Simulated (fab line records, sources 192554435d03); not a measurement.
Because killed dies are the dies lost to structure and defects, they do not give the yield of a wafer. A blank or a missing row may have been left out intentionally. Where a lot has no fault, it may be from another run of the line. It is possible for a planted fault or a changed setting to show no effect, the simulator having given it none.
Which tool was responsible? / flow n5_finfet / 12 lots, 34 wafers sampled, at 4 steps of a route of 1938

== WHAT THE GAUGES READ, wafer by wafer ==
Not one reading of a measure or inspect step in the record can be checked against a usual standard deviation.

== TOOL THAT RAN EACH LOT (tool first, then ch and the chambers of the sampled wafers, then the start) ==
lot=L579; N5_BEOL_M12_ETCH_38=rie_diel-04 ch 2,3, day 11 09:44; N5_MIM_BOT_LITHO_DESCUM_10=rie_diel-02 ch 0,1,3, day 12 23:51; N5_PASSIVATION_PECVD_01=pecvd-03 ch 0,2, day 13 00:46; N5_PASSIVATION_PROBE_49=-
lot=L581; N5_BEOL_M12_ETCH_38=rie_diel-04 ch 1,2,3, day 12 04:16; N5_MIM_BOT_LITHO_DESCUM_10=rie_diel-04 ch 0,1, day 13 03:38; N5_PASSIVATION_PECVD_01=pecvd-03 ch 1,2, day 13 04:34; N5_PASSIVATION_PROBE_49=-
lot=L584; N5_BEOL_M12_ETCH_38=rie_diel-02 ch 2, day 12 21:43; N5_MIM_BOT_LITHO_DESCUM_10=rie_diel-04 ch 2,3, day 13 20:40; N5_PASSIVATION_PECVD_01=pecvd-01 ch 0,2, day 13 21:35; N5_PASSIVATION_PROBE_49=-
lot=L585; N5_BEOL_M12_ETCH_38=rie_diel-04 ch 0,1, day 12 22:13; N5_MIM_BOT_LITHO_DESCUM_10=rie_diel-01 ch 1,2, day 13 23:01; N5_PASSIVATION_PECVD_01=pecvd-01 ch 0,2, day 13 23:58; N5_PASSIVATION_PROBE_49=-
lot=L587; N5_BEOL_M12_ETCH_38=rie_diel-04 ch 0,1,3, day 13 16:03; N5_MIM_BOT_LITHO_DESCUM_10=rie_diel-04 ch 0,1,3, day 14 20:14; N5_PASSIVATION_PECVD_01=pecvd-03 ch 1,2, day 14 21:13; N5_PASSIVATION_PROBE_49=-
lot=L586; N5_BEOL_M12_ETCH_38=rie_diel-04 ch 0,2, day 13 17:07; N5_MIM_BOT_LITHO_DESCUM_10=rie_diel-02 ch 0,3, day 14 21:07; N5_PASSIVATION_PECVD_01=pecvd-03 ch 0,1,2, day 14 22:02; N5_PASSIVATION_PROBE_49=-
lot=L588; N5_BEOL_M12_ETCH_38=rie_diel-02 ch 1,2,3, day 13 22:20; N5_MIM_BOT_LITHO_DESCUM_10=rie_diel-02 ch 0,1, day 15 03:25; N5_PASSIVATION_PECVD_01=pecvd-03 ch 0,1,2, day 15 04:26; N5_PASSIVATION_PROBE_49=-
lot=L589; N5_BEOL_M12_ETCH_38=rie_diel-01 ch 0,3, day 14 06:21; N5_MIM_BOT_LITHO_DESCUM_10=rie_diel-04 ch 0,1,3, day 15 08:25; N5_PASSIVATION_PECVD_01=pecvd-01 ch 1,2, day 15 09:20; N5_PASSIVATION_PROBE_49=-
lot=L592; N5_BEOL_M12_ETCH_38=rie_diel-01 ch 0,2,3, day 15 04:53; N5_MIM_BOT_LITHO_DESCUM_10=rie_diel-04 ch 1,2,3, day 16 10:40; N5_PASSIVATION_PECVD_01=pecvd-01 ch 1,2, day 16 11:35; N5_PASSIVATION_PROBE_49=-
lot=L591; N5_BEOL_M12_ETCH_38=rie_diel-01 ch 0,1,2, day 15 11:31; N5_MIM_BOT_LITHO_DESCUM_10=rie_diel-02 ch 2,3, day 16 18:59; N5_PASSIVATION_PECVD_01=pecvd-04 ch 0,2, day 16 19:58; N5_PASSIVATION_PROBE_49=-
lot=L595; N5_BEOL_M12_ETCH_38=rie_diel-04 ch 1,2, day 15 23:07; N5_MIM_BOT_LITHO_DESCUM_10=rie_diel-02 ch 0,2,3, day 17 08:16; N5_PASSIVATION_PECVD_01=pecvd-03 ch 0,1,2, day 17 09:28; N5_PASSIVATION_PROBE_49=prober-01, day 17 18:53
lot=L596; N5_BEOL_M12_ETCH_38=rie_diel-04 ch 0,1,3, day 16 14:56; N5_MIM_BOT_LITHO_DESCUM_10=rie_diel-01 ch 0,1,3, day 19 21:59; N5_PASSIVATION_PECVD_01=pecvd-01 ch 0,1, day 19 23:01; N5_PASSIVATION_PROBE_49=prober-02, day 20 08:23
- N5_BEOL_M12_ETCH_38: etches SiCN in CF4/N2, target depth 68.7 nm, time 73.4 s.
- N5_MIM_BOT_LITHO_DESCUM_10: chemistry O2, time 7.9 s.
- N5_PASSIVATION_PECVD_01: deposits SiNx from SiH4/NH3/N2, target thk 200 nm, time 43.2 s.
- N5_PASSIVATION_PROBE_49

== WHAT THE TOOLS THEMSELVES READ (means of the sampled wafers that have a number; where no wafer has one, the mark that the record gives instead) ==
N5_BEOL_M12_ETCH_38. Usual: cf4_flow_sccm 60.02 sccm (standard deviation 0.2); chamber_pressure_mTorr 40.00 mTorr (standard deviation 0.039); drypump_motor_current_A 5.5 A (standard deviation 0.41); oes_product_au 0.78 a.u. (standard deviation 0.082); rf_vpp_V 382.4 V (standard deviation 2); showerhead_plenum_p_Torr 2.22 Torr (standard deviation 0.076); throttle_valve_pct 15.45 % (standard deviation 0.2).
lot=L579; tool=rie_diel-04; cf4_flow_sccm (sccm)=60.11; chamber_pressure_mTorr (mTorr)=39.98; drypump_motor_current_A (A)=5.4; oes_product_au (a.u.)=0.76; rf_vpp_V (V)=383.8; showerhead_plenum_p_Torr (Torr)=2.27; throttle_valve_pct (%)=15.55; flag=
lot=L581; tool=rie_diel-04; cf4_flow_sccm (sccm)=60.00; chamber_pressure_mTorr (mTorr)=40.04; drypump_motor_current_A (A)=5.4; oes_product_au (a.u.)=0.77; rf_vpp_V (V)=383.2; showerhead_plenum_p_Torr (Torr)=2.25; throttle_valve_pct (%)=15.53; flag=
lot=L584; tool=rie_diel-02; cf4_flow_sccm (sccm)=60.02; chamber_pressure_mTorr (mTorr)=40.00; drypump_motor_current_A (A)=5.8; oes_product_au (a.u.)=0.71; rf_vpp_V (V)=384.5; showerhead_plenum_p_Torr (Torr)=2.33; throttle_valve_pct (%)=15.49; flag=
lot=L585; tool=rie_diel-04; cf4_flow_sccm (sccm)=60.14; chamber_pressure_mTorr (mTorr)=40.02; drypump_motor_current_A (A)=5.7; oes_product_au (a.u.)=0.83; rf_vpp_V (V)=383.2; showerhead_plenum_p_Torr (Torr)=2.28; throttle_valve_pct (%)=15.27; flag=
lot=L587; tool=rie_diel-04; cf4_flow_sccm (sccm)=59.93; chamber_pressure_mTorr (mTorr)=39.99; drypump_motor_current_A (A)=5.6; oes_product_au (a.u.)=0.78; rf_vpp_V (V)=383.8; showerhead_plenum_p_Torr (Torr)=2.27; throttle_valve_pct (%)=15.38; flag=
lot=L586; tool=rie_diel-04; cf4_flow_sccm (sccm)=59.87; chamber_pressure_mTorr (mTorr)=40.01; drypump_motor_current_A (A)=5.2; oes_product_au (a.u.)=0.89; rf_vpp_V (V)=384.7; showerhead_plenum_p_Torr (Torr)=2.30; throttle_valve_pct (%)=15.24; flag=
lot=L588; tool=rie_diel-02; cf4_flow_sccm (sccm)=59.90; chamber_pressure_mTorr (mTorr)=39.99; drypump_motor_current_A (A)=5.3; oes_product_au (a.u.)=0.75; rf_vpp_V (V)=382.9; showerhead_plenum_p_Torr (Torr)=2.25; throttle_valve_pct (%)=15.48; flag=
lot=L589; tool=rie_diel-01; cf4_flow_sccm (sccm)=60.01; chamber_pressure_mTorr (mTorr)=40.00; drypump_motor_current_A (A)=5.7; oes_product_au (a.u.)=0.72; rf_vpp_V (V)=380.5; showerhead_plenum_p_Torr (Torr)=2.11; throttle_valve_pct (%)=15.71; flag=
lot=L592; tool=rie_diel-01; cf4_flow_sccm (sccm)=60.08; chamber_pressure_mTorr (mTorr)=40.04; drypump_motor_current_A (A)=5.7; oes_product_au (a.u.)=0.72; rf_vpp_V (V)=381.0; showerhead_plenum_p_Torr (Torr)=2.14; throttle_valve_pct (%)=15.59; flag=
lot=L591; tool=rie_diel-01; cf4_flow_sccm (sccm)=60.27; chamber_pressure_mTorr (mTorr)=39.98; drypump_motor_current_A (A)=5.9; oes_product_au (a.u.)=0.74; rf_vpp_V (V)=380.8; showerhead_plenum_p_Torr (Torr)=2.14; throttle_valve_pct (%)=15.45; flag=
lot=L595; tool=rie_diel-04; cf4_flow_sccm (sccm)=59.93; chamber_pressure_mTorr (mTorr)=40.02; drypump_motor_current_A (A)=5.1; oes_product_au (a.u.)=0.80; rf_vpp_V (V)=382.3; showerhead_plenum_p_Torr (Torr)=2.23; throttle_valve_pct (%)=15.58; flag=
lot=L596; tool=rie_diel-04; cf4_flow_sccm (sccm)=60.15; chamber_pressure_mTorr (mTorr)=40.04; drypump_motor_current_A (A)=5.7; oes_product_au (a.u.)=0.84; rf_vpp_V (V)=384.2; showerhead_plenum_p_Torr (Torr)=2.26; throttle_valve_pct (%)=15.28; flag=

N5_MIM_BOT_LITHO_DESCUM_10. Usual: chamber_pressure_mTorr 19.999 mTorr, standard deviation 0.018; drypump_motor_current_A 5.5 A, standard deviation 0.44; oes_product_au 0.77 a.u., standard deviation 0.071; rf_vpp_V 243.1 V, standard deviation 1.4; showerhead_plenum_p_Torr 2.10 Torr, standard deviation 0.075; throttle_valve_pct 20.46 %, standard deviation 0.19.
lot=L579; tool=rie_diel-02; chamber_pressure_mTorr (mTorr)=20.000; drypump_motor_current_A (A)=5.4; oes_product_au (a.u.)=0.76; rf_vpp_V (V)=243.3; showerhead_plenum_p_Torr (Torr)=2.07; throttle_valve_pct (%)=20.48; flag=
lot=L581; tool=rie_diel-04; chamber_pressure_mTorr (mTorr)=19.991; drypump_motor_current_A (A)=5.6; oes_product_au (a.u.)=0.86; rf_vpp_V (V)=244.0; showerhead_plenum_p_Torr (Torr)=2.20; throttle_valve_pct (%)=20.38; flag=
lot=L584; tool=rie_diel-04; chamber_pressure_mTorr (mTorr)=19.991; drypump_motor_current_A (A)=5.2; oes_product_au (a.u.)=0.75; rf_vpp_V (V)=245.2; showerhead_plenum_p_Torr (Torr)=2.13; throttle_valve_pct (%)=20.45; flag=
lot=L585; tool=rie_diel-01; chamber_pressure_mTorr (mTorr)=20.002; drypump_motor_current_A (A)=5.7; oes_product_au (a.u.)=0.76; rf_vpp_V (V)=242.4; showerhead_plenum_p_Torr (Torr)=2.05; throttle_valve_pct (%)=20.31; flag=
lot=L587; tool=rie_diel-04; chamber_pressure_mTorr (mTorr)=20.010; drypump_motor_current_A (A)=5.7; oes_product_au (a.u.)=0.88; rf_vpp_V (V)=244.1; showerhead_plenum_p_Torr (Torr)=2.17; throttle_valve_pct (%)=20.37; flag=
lot=L586; tool=rie_diel-02; chamber_pressure_mTorr (mTorr)=20.005; drypump_motor_current_A (A)=5.3; oes_product_au (a.u.)=0.77; rf_vpp_V (V)=242.6; showerhead_plenum_p_Torr (Torr)=2.08; throttle_valve_pct (%)=20.61; flag=
lot=L588; tool=rie_diel-02; chamber_pressure_mTorr (mTorr)=20.023; drypump_motor_current_A (A)=5.8; oes_product_au (a.u.)=0.73; rf_vpp_V (V)=242.4; showerhead_plenum_p_Torr (Torr)=2.00; throttle_valve_pct (%)=20.38; flag=
lot=L589; tool=rie_diel-04; chamber_pressure_mTorr (mTorr)=20.000; drypump_motor_current_A (A)=5.7; oes_product_au (a.u.)=0.86; rf_vpp_V (V)=244.0; showerhead_plenum_p_Torr (Torr)=2.16; throttle_valve_pct (%)=20.37; flag=
lot=L592; tool=rie_diel-04; chamber_pressure_mTorr (mTorr)=20.010; drypump_motor_current_A (A)=5.4; oes_product_au (a.u.)=0.83; rf_vpp_V (V)=243.6; showerhead_plenum_p_Torr (Torr)=2.12; throttle_valve_pct (%)=20.45; flag=
lot=L591; tool=rie_diel-02; chamber_pressure_mTorr (mTorr)=19.978; drypump_motor_current_A (A)=5.5; oes_product_au (a.u.)=0.73; rf_vpp_V (V)=244.8; showerhead_plenum_p_Torr (Torr)=2.14; throttle_valve_pct (%)=20.43; flag=
lot=L595; tool=rie_diel-02; chamber_pressure_mTorr (mTorr)=20.005; drypump_motor_current_A (A)=5.6; oes_product_au (a.u.)=0.73; rf_vpp_V (V)=242.2; showerhead_plenum_p_Torr (Torr)=2.08; throttle_valve_pct (%)=20.47; flag=
lot=L596; tool=rie_diel-01; chamber_pressure_mTorr (mTorr)=19.996; drypump_motor_current_A (A)=5.8; oes_product_au (a.u.)=0.69; rf_vpp_V (V)=241.2; showerhead_plenum_p_Torr (Torr)=2.00; throttle_valve_pct (%)=20.64; flag=

N5_PASSIVATION_PECVD_01. Usual: heater_power_w 305 W, standard deviation 80; showerhead_plenum_p_Torr 8.66 Torr, standard deviation 0.057; throttle_valve_pct 29.4 %, standard deviation 1.9.
lot=L579; tool=pecvd-03; heater_power_w (W)=314; showerhead_plenum_p_Torr (Torr)=8.69; throttle_valve_pct (%)=29.6; flag=
lot=L581; tool=pecvd-03; heater_power_w (W)=293; showerhead_plenum_p_Torr (Torr)=8.69; throttle_valve_pct (%)=28.2; flag=
lot=L584; tool=pecvd-01; heater_power_w (W)=254; showerhead_plenum_p_Torr (Torr)=8.61; throttle_valve_pct (%)=28.5; flag=
lot=L585; tool=pecvd-01; heater_power_w (W)=364; showerhead_plenum_p_Torr (Torr)=8.60; throttle_valve_pct (%)=28.4; flag=
lot=L587; tool=pecvd-03; heater_power_w (W)=209; showerhead_plenum_p_Torr (Torr)=8.69; throttle_valve_pct (%)=28.5; flag=
lot=L586; tool=pecvd-03; heater_power_w (W)=301; showerhead_plenum_p_Torr (Torr)=8.68; throttle_valve_pct (%)=29.8; flag=
lot=L588; tool=pecvd-03; heater_power_w (W)=291; showerhead_plenum_p_Torr (Torr)=8.69; throttle_valve_pct (%)=29.7; flag=
lot=L589; tool=pecvd-01; heater_power_w (W)=295; showerhead_plenum_p_Torr (Torr)=8.68; throttle_valve_pct (%)=31.6; flag=
lot=L592; tool=pecvd-01; heater_power_w (W)=249; showerhead_plenum_p_Torr (Torr)=8.67; throttle_valve_pct (%)=31.6; flag=
lot=L591; tool=pecvd-04; heater_power_w (W)=320; showerhead_plenum_p_Torr (Torr)=8.53; throttle_valve_pct (%)=27.5; flag=
lot=L595; tool=pecvd-03; heater_power_w (W)=317; showerhead_plenum_p_Torr (Torr)=8.68; throttle_valve_pct (%)=29.8; flag=
lot=L596; tool=pecvd-01; heater_power_w (W)=317; showerhead_plenum_p_Torr (Torr)=8.65; throttle_valve_pct (%)=27.7; flag=

N5_PASSIVATION_PROBE_49. Usual: defect_limited_yield 91.1 %, standard deviation 1.4; killed_at_M0_to_M3 34, standard deviation 11; killed_at_M4_up 14, standard deviation 5.6; killed_at_contacts 13, standard deviation 5.9; killed_at_front_end 40, standard deviation 11; killed_at_other 4, standard deviation 3.1; killed_dies 105, standard deviation 16; killed_on_rim 14, standard deviation 4.2; killed_open 68, standard deviation 11; killed_short 34, standard deviation 8.4; sort_bin_5_function 5.2 %, standard deviation 0.86; sort_bin_6_memory 3.2 %, standard deviation 0.7; sort_bin_8_speed 0.1 %, standard deviation 1.1; sort_n_pass 1074, standard deviation 21; sort_yield_pct 91.0 %, standard deviation 1.8.
lot=L595; tool=prober-01; defect_limited_yield (%)=81.1; killed_at_M0_to_M3=25; killed_at_M4_up=144; killed_at_contacts=12; killed_at_front_end=39; killed_at_other=3; killed_dies=223; killed_on_rim=24; killed_open=62; killed_short=33; sort_bin_5_function (%)=11.7; sort_bin_6_memory (%)=4.0; sort_bin_8_speed (%)=0.0; sort_n_pass=957; sort_yield_pct (%)=81.1; flag=OFF
lot=L596; tool=prober-02; defect_limited_yield (%)=82.4; killed_at_M0_to_M3=33; killed_at_M4_up=124; killed_at_contacts=10; killed_at_front_end=37; killed_at_other=5; killed_dies=208; killed_on_rim=29; killed_open=68; killed_short=32; sort_bin_5_function (%)=10.9; sort_bin_6_memory (%)=4.0; sort_bin_8_speed (%)=0.0; sort_n_pass=972; sort_yield_pct (%)=82.4; flag=OFF

== THE ANSWER, worked out from the rows above alone ==
Rule: a lot counts as off when the mean over its wafers that have a number is more than 3 standard deviations away from the usual mean. A lot without any number at a reading at which 4 lots or more have one is off too. Any other lot the step has rows for is counted as sound. After the gauges, taken in route order, come the tools' own readings; for these a lot's mean is taken, as printed above. The first step at which some lot is off is used, and at that step the reading that is off furthest; a lot without a number counts as furthest.
Off: L595, L596, at N5_PASSIVATION_PROBE_49 (killed_at_M4_up). Neither off nor sound, because the step has no rows for them: L579, L581, L584, L585, L587, L586, L588, L589, L592, L591.
If a tool, at that step or one of the process steps before it, ran each lot that is off and ran no sound lot following the first of them, it fits. One fits: N5_BEOL_M12_ETCH_38 on rie_diel-04. It ran no sound lot before its first lot that is off in this sample, so the start can't be narrowed down.

== WHAT HAD BEEN PUT IN BY THE SIMULATOR ==
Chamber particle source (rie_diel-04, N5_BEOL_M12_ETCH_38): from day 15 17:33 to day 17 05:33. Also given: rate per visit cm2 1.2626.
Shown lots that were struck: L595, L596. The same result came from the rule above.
